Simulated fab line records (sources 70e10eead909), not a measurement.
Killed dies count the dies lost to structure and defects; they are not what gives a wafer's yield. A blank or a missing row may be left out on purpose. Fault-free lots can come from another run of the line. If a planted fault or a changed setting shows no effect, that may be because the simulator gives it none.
What tool caused it?    flow nand-harc    13 lots, 39 wafers sampled, at 5 steps of a route of 1302

WHAT THE GAUGES READ, wafer by wafer
NHARC_END_SORT_01.
lot   measured      on         defect-limited-yield (%)  killed-at-array  killed-at-other  killed-at-periphery  killed-dies  killed-open  killed-short
L586  day 26 03:23  prober-01  89.2 91.1 89.8            72 57 66         0 0 1            1 3 2                73 60 69     6 6 1        0 1 3
L596  day 29 12:42  prober-01  91.6 93.1 91.3            51 45 52         1 0 1            5 2 6                57 47 59     5 4 4        0 1 4

TOOL THAT RAN EACH LOT (tool first, then ch and the chambers of the sampled wafers, then the start)
lot   NHARC_A_CONTACT_DEP_85           NHARC_A_CONTACT_ETCH_98             NHARC_A_CONTACT_STRIP_26                       NHARC_A_CONTACT_ALD_18
L587  pecvd-03 ch 0,1,2, day 23 02:56  rie-diel-03 ch 0,3, day 23 07:01    rie-diel-03 ch 0,3, day 23 08:38 or earlier    ald-metal-02 ch 2,3, day 23 08:38
L585  pecvd-03 ch 0,1, day 23 11:48    rie-diel-03 ch 0,3, day 23 17:04    rie-diel-02 ch 0,3, day 23 18:20 or earlier    ald-metal-03 ch 2,3, day 23 18:20
L586  pecvd-03 ch 0,1, day 23 18:25    rie-diel-03 ch 0,1, day 23 22:17    rie-diel-10 ch 1,2,3, day 23 23:20 or earlier  ald-metal-02 ch 0,1,3, day 23 23:20
L588  pecvd-02 ch 0,1, day 24 10:25    rie-diel-03 ch 0,2,3, day 24 14:26  rie-diel-03 ch 0,2,3, day 24 15:28 or earlier  ald-metal-02 ch 2,3, day 24 15:28
L590  pecvd-02 ch 0,1,2, day 24 23:08  rie-diel-10 ch 0,3, day 25 03:22    rie-diel-03 ch 0,3, day 25 04:26 or earlier    ald-metal-02 ch 1,2,3, day 25 04:26
L595  pecvd-02 ch 0,1,2, day 27 00:41  rie-diel-03 ch 0,1,3, day 27 05:13  rie-diel-03 ch 0,1,2, day 27 06:15 or earlier  ald-metal-03 ch 0,1,3, day 27 06:15
L596  pecvd-01 ch 0,1,2, day 27 06:28  rie-diel-03 ch 0,2,3, day 27 10:27  rie-diel-10 ch 2,3, day 27 11:29 or earlier    ald-metal-02 ch 1,2,3, day 27 11:29
L599  pecvd-02 ch 0,1,2, day 28 07:06  rie-diel-03 ch 0,2, day 28 11:07    rie-diel-03 ch 0,2, day 28 12:08 or earlier    ald-metal-03 ch 1,2, day 28 12:08
L598  pecvd-02 ch 1,2, day 28 08:35    rie-diel-03 ch 1,2, day 28 12:34    rie-diel-10 ch 1,2,3, day 28 13:40 or earlier  ald-metal-02 ch 0,1,2, day 28 13:40
L602  pecvd-01 ch 0,2, day 30 02:25    rie-diel-03 ch 0,1,3, day 30 06:55  rie-diel-10 ch 0,3, day 30 08:02 or earlier    ald-metal-04 ch 0,1,2, day 30 08:02
L604  pecvd-01 ch 0,2, day 30 11:19    rie-diel-10 ch 1,3, day 30 15:44    rie-diel-10 ch 0,1,3, day 30 16:46 or earlier  ald-metal-03 ch 1,2, day 30 16:46
L607  pecvd-02 ch 0,1, day 31 23:57    rie-diel-02 ch 1,2, day 32 04:00    rie-diel-03 ch 0,3, day 32 05:08 or earlier    ald-metal-02 ch 0,1, day 32 05:08
L606  pecvd-01 ch 1,2, day 32 11:06    rie-diel-02 ch 0,3, day 32 15:11    rie-diel-10 ch 1,2,3, day 32 16:16 or earlier  ald-metal-03 ch 0,1,3, day 32 16:16
- NHARC_A_CONTACT_DEP_85: deposits SiON, target thk 60 nm.
- NHARC_A_CONTACT_ETCH_98: etches the open film in C4F6/O2, target depth 20 nm, time 10 s.
- NHARC_A_CONTACT_STRIP_26: strips in O2.
- NHARC_A_CONTACT_ALD_18: deposits TiN, target thk 3 nm, pulse time 1 s, ald cycles 150.

WHAT THE TOOLS THEMSELVES READ (means of the sampled wafers that have a number; where no wafer has one, the mark that the record gives instead)
NHARC_A_CONTACT_DEP_85.
lot   tool      chamber-pressure-Torr (Torr)  heater-power-w (W)  rf-fwd-power-W (W)
L587  pecvd-03  3.508                         762                 349.7
L585  pecvd-03  3.500                         693                 348.9
L586  pecvd-03  3.503                         693                 348.8
L588  pecvd-02  3.501                         647                 348.4
L590  pecvd-02  3.504                         715                 347.8
L595  pecvd-02  3.504                         713                 348.4
L596  pecvd-01  3.512                         810                 348.7
L599  pecvd-02  3.504                         712                 348.7
L598  pecvd-02  3.504                         750                 348.0
L602  pecvd-01  3.495                         855                 349.5
L604  pecvd-01  3.500                         798                 347.7
L607  pecvd-02  3.500                         781                 349.4
L606  pecvd-01  3.505                         736                 347.4

NHARC_A_CONTACT_ETCH_98.
lot   tool         chamber-pressure-mTorr (mTorr)  drypump-motor-current-A (A)  oes-product-au (a.u.)  rf-fwd-power-W (W)  rf-vpp-V (V)  showerhead-plenum-p-Torr (Torr)  throttle-valve-pct (%)
L587  rie-diel-03  29.990                          5.7                          0.965                  585.4               546           3.86                             26.902
L585  rie-diel-03  30.018                          5.8                          0.933                  585.5               548           3.99                             26.903
L586  rie-diel-03  29.978                          5.8                          0.968                  584.6               543           3.75                             26.901
L588  rie-diel-03  30.025                          5.9                          0.947                  588.0               547           3.95                             26.906
L590  rie-diel-10  29.991                          5.6                          0.988                  583.8               549           4.02                             26.898
L595  rie-diel-03  30.003                          5.9                          0.945                  585.1               545           3.86                             26.903
L596  rie-diel-03  29.998                          5.9                          0.948                  584.8               547           3.94                             26.917
L599  rie-diel-03  30.012                          6.0                          0.748                  589.3               546           3.91                             26.904
L598  rie-diel-03  29.984                          6.2                          0.744                  589.2               546           3.92                             26.896
L602  rie-diel-03  29.984                          5.9                          0.752                  586.7               545           3.86                             26.900
L604  rie-diel-10  29.994                          5.3                          0.993                  585.9               547           3.89                             26.911
L607  rie-diel-02  30.018                          5.8                          0.994                  585.2               547           3.91                             26.903
L606  rie-diel-02  30.003                          5.3                          0.996                  588.4               548           4.01                             26.908

NHARC_A_CONTACT_STRIP_26.
lot   tool         chamber-pressure-mTorr (mTorr)  drypump-motor-current-A (A)  oes-product-au (a.u.)  rf-vpp-V (V)  showerhead-plenum-p-Torr (Torr)  throttle-valve-pct (%)
L587  rie-diel-03  59.98                           5.8                          0.992                  56.4          3.59                             17.026
L585  rie-diel-02  60.04                           5.3                          0.986                  58.2          3.68                             17.041
L586  rie-diel-10  60.07                           5.2                          0.997                  56.9          3.35                             17.038
L588  rie-diel-03  60.01                           5.9                          1.005                  58.2          3.56                             17.048
L590  rie-diel-03  60.08                           5.8                          0.992                  57.8          3.59                             17.030
L595  rie-diel-03  60.02                           6.0                          1.006                  57.7          3.44                             17.034
L596  rie-diel-10  59.98                           4.9                          1.015                  57.9          3.36                             17.033
L599  rie-diel-03  60.01                           6.1                          1.001                  57.9          3.52                             17.035
L598  rie-diel-10  60.05                           5.2                          1.005                  58.7          3.51                             17.028
L602  rie-diel-10  59.97                           5.3                          0.999                  58.0          3.48                             17.031
L604  rie-diel-10  60.05                           5.6                          0.995                  58.1          3.62                             17.044
L607  rie-diel-03  60.02                           5.8                          0.986                  58.0          3.57                             17.032
L606  rie-diel-10  59.96                           5.3                          0.998                  57.3          3.49                             17.043

NHARC_A_CONTACT_ALD_18.
lot   tool          heater-power-w (W)  precursor-pulse-height-rel
L587  ald-metal-02  1213                1.005
L585  ald-metal-03  948                 0.990
L586  ald-metal-02  1123                1.009
L588  ald-metal-02  1226                1.008
L590  ald-metal-02  1239                1.013
L595  ald-metal-03  1092                0.994
L596  ald-metal-02  1213                1.011
L599  ald-metal-03  990                 0.984
L598  ald-metal-02  1162                1.005
L602  ald-metal-04  1015                0.987
L604  ald-metal-03  1028                0.990
L607  ald-metal-02  1190                0.982
L606  ald-metal-03  1043                1.001

THE ANSWER, worked out from the rows above alone
Rule: what is usual is taken from the lots themselves. Put in order of their means at a reading, lots are off if they are a third of the lots or fewer, leave a main group of 4 or more, and stand apart from it by a gap of 3 or more times the standard deviation of the main group's means; of several such gaps the widest counts. The tables above print the reading to a certain number of digits; a main group whose means all agree to those digits is not used. Also off: a lot with no number at a reading for which 4 or more lots have one. The other lots that the step has rows for count as sound. Order of review: gauges by route order, followed by the tools' own readings, for which a lot's mean as printed above is used. The first step at which some lot is off is used, and at that step the reading that is off furthest; a lot without a number counts as furthest.
Off at NHARC_A_CONTACT_ETCH_98 (oes-product-au): L599, L598, L602. The main group has a mean of 0.968 a.u. with a standard deviation of 0.023.
If a tool, at that step or one of the process steps before it, ran each lot that is off and ran no sound lot following the first of them, it fits. One fits: NHARC_A_CONTACT_ETCH_98 on rie-diel-03. Its last sound lot is L596 (day 27 10:27), its first lot that is off L599 (day 28 11:07): a fault that began between those two fits.
On the lots that are off, the tool's own readings at NHARC_A_CONTACT_ETCH_98 differ by more than 5 times the standard deviation of the sound lots' means, which bears it out; oes-product-au reads 0.748 a.u. there versus 0.968 a.u. on the sound lots.

WHAT THE SIMULATOR HAD INSERTED
Process parameter drift: rie-diel-03, from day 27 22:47 on, at NHARC_A_CONTACT_ETCH_98. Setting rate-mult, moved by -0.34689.
Lots struck among those shown: L599, L598, L602. The same result came from the rule above.
